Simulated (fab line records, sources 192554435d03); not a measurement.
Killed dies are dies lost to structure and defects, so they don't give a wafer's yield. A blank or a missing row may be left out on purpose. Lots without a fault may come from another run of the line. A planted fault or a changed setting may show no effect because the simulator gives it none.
One fault seen from 2 desks | flow n5_finfet | each desk has only its own numbers; what lay behind them comes last

THE TOOL OWNER'S DESK: rie_diel-02
The tool's own readings at N5_PASSIVATION_VIA_ETCH_13 (etches SiO2 in CHF3/O2, target depth 660 nm, time 330 s): means of the sampled wafers that have a number, for each lot that ran on this tool. A lot is out of limits, marked OUT, if its mean lies more than 4 standard deviations from the usual mean; the brackets give that distance.
Columns: A = drypump_motor_current_A at N5_PASSIVATION_VIA_ETCH_13, usual 5.7 A; B = etch_rf_on_time_s at N5_PASSIVATION_VIA_ETCH_13, usual 236 s; C = oes_o_777_au at N5_PASSIVATION_VIA_ETCH_13, usual 0.80 a.u.; D = oes_product_au at N5_PASSIVATION_VIA_ETCH_13, usual 0.71 a.u.; E = rf_vpp_V at N5_PASSIVATION_VIA_ETCH_13, usual 521 V; F = showerhead_plenum_p_Torr at N5_PASSIVATION_VIA_ETCH_13, usual 2.41 Torr; G = throttle_valve_pct at N5_PASSIVATION_VIA_ETCH_13, usual 18.85 %
lot  | first seen here | A   | B   | C    | D    | E   | F    | G
L811 | day 12 17:08    | 5.7 | 227 | 0.87 | 0.79 | 525 | 2.48 | 18.97
L812 | day 13 00:17    | 6.0 | 238 | 0.88 | 0.78 | 520 | 2.47 | 18.91
L820 | day 15 03:55    | 5.4 | 235 | 0.79 | 0.70 | 515 | 2.38 | 18.83
This desk's finding: nothing out of limits on any of the 3 lots.

THE METROLOGY DESK
What the gauges read, lot by lot, whatever tool the lot ran on: means of the sampled wafers that have a number. A lot is out of limits, marked OUT, if its mean lies more than 4 standard deviations from the usual mean; the brackets give that distance.
Columns: A = cd_nm at N5_PASSIVATION_CD_MEAS_44, usual 40001 nm
lot  | first seen here | A
L809 | day 11 22:12    | 40000
L810 | day 12 09:40    | 40000
L811 | day 12 20:28    | 40002
L812 | day 13 04:08    | 40000
L820 | day 15 06:51    | 40002
L822 | day 15 11:40    | 40003
L821 | day 15 12:27    | 40003
L825 | day 16 17:29    | 40002
L829 | day 18 13:15    | 40000
L830 | day 18 13:32    | 40003
L832 | day 19 03:50    | 40003
This desk's finding: nothing out of limits on any of the 11 lots.

PUT TOGETHER
The tool owner's desk saw nothing out of limits.
The metrology desk saw nothing out of limits.

WHAT THE SIMULATOR HAD PUT IN
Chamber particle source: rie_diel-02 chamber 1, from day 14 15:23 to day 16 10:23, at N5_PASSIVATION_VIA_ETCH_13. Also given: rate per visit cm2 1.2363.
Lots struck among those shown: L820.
